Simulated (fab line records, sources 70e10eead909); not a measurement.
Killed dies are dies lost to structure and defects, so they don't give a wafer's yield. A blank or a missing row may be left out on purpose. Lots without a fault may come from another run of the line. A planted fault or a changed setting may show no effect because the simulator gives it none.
Tool commonality check | flow nand_harc | 2 lots, 6 wafers sampled

WHY IT WAS OPENED
At NHARC_END_SORT_01 the reading killed_dies is flagged on 2 of 2 lots. Wafers without a fault read 58, standard deviation 20.
Rule: a lot is flagged when every wafer of it that has a number lies more than 4 standard deviations from that mean, or none has a number. The other lots count as sound.

lot  | measured     | on        | killed_dies, wafer by wafer | flag
L945 | day 31 02:01 | prober-02 | 477 536 609                 | FLAGGED
L944 | day 31 10:37 | prober-01 | 448 483 447                 | FLAGGED
The numbers of the flagged lots are 500 on average: +442 against the usual, or +22 standard deviations.

WHICH TOOL RAN EACH LOT
The record holds 3 process steps before the reading, out of a route of 1302 steps. In each cell: the tool, then ch and the chambers that the sampled wafers went through, then the start.
lot  | flag    | NHARC_A_WL_FILL_CVD_03        | NHARC_A_BONDPAD_CMP_29 | NHARC_A_BONDPAD_PVD_27
L945 | FLAGGED | cvd_w-02 ch 1, day 26 21:58   | no row                 | no row
L944 | FLAGGED | cvd_w-02 ch 0,1, day 26 18:07 | no row                 | no row
What these steps do:
- NHARC_A_WL_FILL_CVD_03: deposits W, target thk 40 nm, time 279 s.
- NHARC_A_BONDPAD_CMP_29: polishes SiCN, target thk 200 nm.
- NHARC_A_BONDPAD_PVD_27: deposits Cu, target thk 30 nm, time 20.49 s.
- NHARC_END_SORT_01

FLAGGED OVER TOTAL, TOOL BY TOOL (the gauges that took the reading come last)
step                   | tool      | lots run | flagged | share of the flagged lots | sound lots run after its first flagged lot
NHARC_A_WL_FILL_CVD_03 | cvd_w-02  | 2        | 2       | all                       | 0
NHARC_END_SORT_01      | prober-01 | 1        | 1       | some                      | 0
NHARC_END_SORT_01      | prober-02 | 1        | 1       | some                      | 0

WHAT THE TABLE ALLOWS
1 row of the table ran every flagged lot: cvd_w-02 at NHARC_A_WL_FILL_CVD_03.
- cvd_w-02 at NHARC_A_WL_FILL_CVD_03: 2 of its 2 lots flagged. It ran no sound lot before its first flagged lot in this sample, so the start can't be narrowed down.
One tool is left: cvd_w-02 at NHARC_A_WL_FILL_CVD_03.

WHAT THE SIMULATOR HAD PUT IN
Process parameter drift: cvd_w-02, from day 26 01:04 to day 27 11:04, at NHARC_A_WL_FILL_CVD_03. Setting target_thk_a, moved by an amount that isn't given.
Lots struck among those shown: L945, L944. The rule above found the same.
